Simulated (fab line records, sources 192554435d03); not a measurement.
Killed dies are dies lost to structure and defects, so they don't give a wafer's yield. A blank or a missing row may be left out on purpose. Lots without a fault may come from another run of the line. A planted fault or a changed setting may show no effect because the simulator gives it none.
Chamber matching | flow n5_finfet | N5_MIM_TOP_ETCH_PECVD_03 on pecvd-04: 3 sister chambers
The step deposits SiNx from SiH4/NH3/N2, target thk 20 nm, time 17.6 s. 3 wafers are shown with their chamber, then 12 later ones without.

WAFERS WITH THEIR CHAMBER
wafer  | chamber | throttle_valve_pct (%)
L087.2 | 1       | 42.4
L090.3 | 0       | 39.1
L090.5 | 2       | 39.8

WAFERS WITHOUT THEIR CHAMBER
wafer  | throttle_valve_pct (%)
L089.2 | 39.9
L089.4 | 39.9
L089.6 | 40.1
L092.1 | 39.3
L092.3 | 40.3
L092.4 | 39.4
L094.2 | 36.8
L094.3 | 40.2
L094.5 | 39.4
L093.1 | 36.8
L093.5 | 40.1
L093.6 | 39.2

WHICH CHAMBER EACH WENT THROUGH
wafer  | from the rows above          | in truth
L089.2 | can't be placed: 2 or 0      | 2
L089.4 | can't be placed: 2 or 0      | 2
L089.6 | can't be placed: 2 or 0      | 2
L092.1 | can't be placed: 0 or 2      | 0
L092.3 | can't be placed: 2 or 0 or 1 | 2
L092.4 | can't be placed: 0 or 2      | 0
L094.2 | can't be placed: 0 or 2      | 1
L094.3 | can't be placed: 2 or 0 or 1 | 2
L094.5 | can't be placed: 0 or 2      | 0
L093.1 | can't be placed: 0 or 2      | 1
L093.5 | can't be placed: 2 or 0      | 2
L093.6 | can't be placed: 0 or 2      | 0
Placed correctly: 0 of 12. Can't be placed from these rows: 12 (the true chamber is among the candidates in 10). Placed wrongly: 0.
How it was worked out, from the rows above alone: a wafer's distance from a chamber is the root of the sum, over the readings, of the square of ((its reading less the chamber's mean) divided by the reading's scatter). The wafer belongs to the nearest chamber; if the next one is less than 2 further off, it can't be placed. A chamber's mean is the mean of its shown wafers. The scatter: with one shown wafer a chamber, the root of the mean of the squares of how far each hidden wafer lies from its nearest shown one.
